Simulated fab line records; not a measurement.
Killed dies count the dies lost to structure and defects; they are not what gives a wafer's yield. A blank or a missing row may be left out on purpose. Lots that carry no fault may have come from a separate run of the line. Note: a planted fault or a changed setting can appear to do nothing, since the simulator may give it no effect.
Matching of chambers | flow nand harc | 4 sister chambers for NHARC_A_STAIRCASE_TRIM_187 on rie diel-09
The step chemistry O2, time 211.2 s. 4 wafers are shown with their chamber, then 11 later ones without.

== EACH WAFER AND ITS CHAMBER ==
wafer  | chamber | drypump motor current A (A)
L083.3 | 2       | 6.2
L082.4 | 1       | 5.8
L082.5 | 3       | 6.4
L084.1 | 0       | 4.8

== WAFERS WITH NO CHAMBER GIVEN ==
wafer  | drypump motor current A (A)
L084.4 | 6.3
L084.5 | 6.4
L087.2 | 4.8
L087.5 | 4.8
L087.6 | 6.4
L089.1 | 4.8
L089.4 | 6.2
L089.5 | 6.2
L091.3 | 6.2
L091.4 | 6.4
L091.5 | 4.8

== WHICH CHAMBER EACH ONE RAN IN ==
wafer  | from the rows above     | in truth
L084.4 | can't be placed: 2 or 3 | 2
L084.5 | 3                       | 3
L087.2 | 0                       | 0
L087.5 | 0                       | 0
L087.6 | 3                       | 3
L089.1 | 0                       | 0
L089.4 | 2                       | 2
L089.5 | 2                       | 2
L091.3 | 2                       | 2
L091.4 | 3                       | 3
L091.5 | 0                       | 0
Placed correctly: 10 of 11. Can't be placed from these rows: 1 (the true chamber is among the candidates in 1). Wrongly placed: 0.
How it was worked out, from the rows above alone: a wafer's distance from a chamber is the root of the sum, over the readings, of the square of ((its reading less the chamber's mean) divided by the reading's scatter). The wafer belongs to the nearest chamber; if the next one is less than 2 further off, it can't be placed. Each chamber's mean is taken over the wafers shown for it. The scatter (one wafer shown for each chamber): square how far every hidden wafer sits from the nearest shown wafer, average those squares and take the square root.
